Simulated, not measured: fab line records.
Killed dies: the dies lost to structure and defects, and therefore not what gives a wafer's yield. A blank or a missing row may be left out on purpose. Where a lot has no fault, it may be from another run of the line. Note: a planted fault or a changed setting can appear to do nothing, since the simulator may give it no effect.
Comparing a struck lot with a sound one || flow nand_harc || 43 steps out of a route of 1302
Sound: these wafers, L698.1, L698.2, L698.5. Struck: wafer L715.6 (left out: L715.1, L715.4 of the same lot, which were not struck); the cause appears at the end.
Per side, at each step with rows, come the tool, then ch with its chambers, and then its first start. Under that, the readings that differ: sound wafers || struck wafers || difference of the means || sigmas: that difference in standard deviations of wafers without a fault.
alike: a reading whose means differ by less than 2 such deviations, as well as words and numbers matching on both sides. not compared: withheld readings; readings where some wafer has no value; bounds like >300 that might hide an equal value; numbers whose values overlap and for which the record gives no deviation.
Wherever a step has rows on one side only, a row that says differs or no value, or a row with sigmas, the two part there. Numbers that have no deviation but don't overlap get no sigmas and don't part them. A reading missing from all wafers of one side parts the sides only when that side holds two or more wafers.

first, 2 steps without rows for these wafers: NHARC_A_CONTACT_ETCH_122 (etches the open film in C4F8/O2/Ar, time 190 s, target depth 1850 nm); NHARC_A_CONTACT_ETCH_123 (etches the open film in C4F8/O2/Ar, time 490 s, target depth 2110 nm).
NHARC_A_CONTACT_ETCH_90: etches the open film in CH3F/O2, target depth 40 nm, time 85.7 s.
  sound on rie_diel-09 ch 0,2,3, day 21 07:11; struck on rie_diel-09 ch 0, day 28 04:35
  alike: drypump_motor_current_A, mfc_ar_sccm, oes_product_au, rf_vpp_V, showerhead_plenum_p_Torr, throttle_valve_pct
  not compared: rf_hours_counter_h
then, 1 step without rows for these wafers: NHARC_A_CONTACT_ETCH_96 (etches the open film in C4F6/O2, target depth 20 nm, time 10 s).
NHARC_A_CONTACT_CD_MEAS_53:
  struck on cd_sem-03, day 28 04:49; sound on cd_sem-03, day 21 07:24
  alike: cd_nm
then, 7 steps without rows for these wafers: NHARC_A_CONTACT_STRIP_99 (strips in N2/H2); NHARC_A_CONTACT_STRIP_100 (strips in CF4/CHF3); NHARC_A_CONTACT_STRIP_101 (strips in O2/COS); NHARC_A_CONTACT_ETCH_102 (etches the open film in CF4/O2, target depth 100 nm, overetch 10 nm, time 55 s); NHARC_A_CONTACT_STRIP_55 (strips in O2); NHARC_A_CONTACT_STRIP_56 (strips in post etch residue remover, time 600 s); NHARC_A_CONTACT_DEP_57 (deposits aC, target thk 5300 nm).
NHARC_A_CONTACT_DEP_58: deposits SiON, target thk 90 nm.
  sound on pecvd-04 ch 0,1,2, day 21 11:35; struck on pecvd-04 ch 1, day 28 10:53
  alike: heater_power_w
then, 10 steps without rows for these wafers: NHARC_A_CONTACT_DEHYDRATE_59 (time 120 s); NHARC_A_CONTACT_HMDS_60 (time 30 s); NHARC_A_CONTACT_COAT_61 (time 75 s); NHARC_A_CONTACT_COAT_62 (time 65 s); NHARC_A_CONTACT_COAT_63 (resist thk 90 nm); NHARC_A_CONTACT_SOFTBAKE_64 (time 55 s); NHARC_A_CONTACT_EBR_65; NHARC_A_CONTACT_EXPOSE_66 (exposes mask A CC 2); NHARC_A_CONTACT_PEB_67 (peb time 65 s); NHARC_A_CONTACT_DEVELOP_68 (develop time 35 s).
NHARC_A_CONTACT_CD_MEAS_69 targets a cd of 300 nm.
  sound on cd_sem-02 ch 0, day 21 12:11; struck on cd_sem-01 ch 0, day 28 11:34
  alike: cd_nm
NHARC_A_CONTACT_OVL_MEAS_70:
  struck on overlay-01, day 28 11:39; sound on overlay-02, day 21 12:16
  alike: overlay_x_nm, overlay_y_nm
NHARC_A_CONTACT_INSPECT_71:
  struck on defect_inspect-01, day 28 11:41; sound on defect_inspect-01, day 21 12:18
  alike: raw_defect_count
NHARC_A_CONTACT_DESCUM_74: chemistry O2, time 3 s.
  sound on rie_diel-09 ch 1,3, day 21 12:22; struck on rie_diel-09 ch 2, day 28 11:45
{"reading": "drypump_motor_current_A (A)", "sound": "6.6 5.5 6.5", "struck": 5.1, "difference": -1.1, "sigmas": -2}
  alike: mfc_ar_sccm, oes_product_au, rf_vpp_V, showerhead_plenum_p_Torr, throttle_valve_pct
  not compared: rf_hours_counter_h
then, 3 steps without rows for these wafers: NHARC_A_CONTACT_ETCH_75 (etches the open film in CF4, target depth 39 nm, time 65 s); NHARC_A_CONTACT_ETCH_76 (etches the open film in N2/H2, target depth 260 nm, time 475.3 s); NHARC_A_CONTACT_ETCH_77 (etches the open film in CF4/CHF3, target depth 108.9 nm, time 54.5 s).
NHARC_A_CONTACT_ETCH_78: etches the open film in O2/COS, target depth 5300 nm, time 1378 s.
  sound: rie_diel-09 ch 1,3; struck: rie_diel-09 ch 1
  alike: drypump_motor_current_A, mfc_ar_sccm, oes_product_au, rf_vpp_V, showerhead_plenum_p_Torr, throttle_valve_pct
  not compared: rf_hours_counter_h
then, 8 steps without rows for these wafers: NHARC_A_CONTACT_ETCH_124 (etches the open film in C4F8/O2/Ar, time 140 s, target depth 700 nm); NHARC_A_CONTACT_ETCH_125 (etches the open film in C4F8/O2/Ar, time 197 s, target depth 1918 nm); NHARC_A_CONTACT_ETCH_126 (etches the open film in C4F8/O2/Ar, time 197 s, target depth 1918 nm); NHARC_A_CONTACT_ETCH_127 (etches the open film in C4F8/O2/Ar, time 197 s, target depth 1918 nm); NHARC_A_CONTACT_ETCH_128 (etches the open film in C4F8/O2/Ar, time 197 s, target depth 1918 nm); NHARC_A_CONTACT_ETCH_129 (etches the open film in C4F8/O2/Ar, time 197 s, target depth 1918 nm); NHARC_A_CONTACT_ETCH_130 (etches the open film in C4F8/O2/Ar, time 197 s, target depth 1918 nm); NHARC_A_CONTACT_ETCH_131 (etches the open film in C4F8/O2/Ar, time 197 s, target depth 1918 nm).
NHARC_A_CONTACT_ETCH_132: etches the open film in C4F8/O2/Ar, time 197 s, target depth 1924 nm.
  sound on har_cap_etch-02 ch 0,1, day 21 15:42; struck on har_cap_etch-03 ch 0, day 28 15:13
  alike: oes_air_line_au
  not compared: rf_hours_counter_h
NHARC_A_CONTACT_ETCH_133: etches the open film in C4F8/O2/Ar, time 374 s, target depth 1610 nm.
  sound on har_cap_etch-02 ch 0,1, day 21 15:56; struck on har_cap_etch-03 ch 0, day 28 15:27
  alike: oes_air_line_au
  not compared: rf_hours_counter_h
then, 1 step without rows for these wafers: NHARC_A_CONTACT_ETCH_91 (etches the open film in CH3F/O2, target depth 40 nm, time 85.7 s).
-- jump in the record: it breaks off in module A_CONTACT and resumes in module END (first step shown: number 1302 of the route), and 3 days separate the struck wafers' starts before and after --
NHARC_END_SORT_01:
  here the record holds rows for the struck wafers (prober-01 ch 0, day 31 06:29) but none for the sound ones

WHERE THEY PART
Last at NHARC_END_SORT_01 as far as this record goes, first at NHARC_A_CONTACT_DESCUM_74.

WHY: whatever the simulator had introduced
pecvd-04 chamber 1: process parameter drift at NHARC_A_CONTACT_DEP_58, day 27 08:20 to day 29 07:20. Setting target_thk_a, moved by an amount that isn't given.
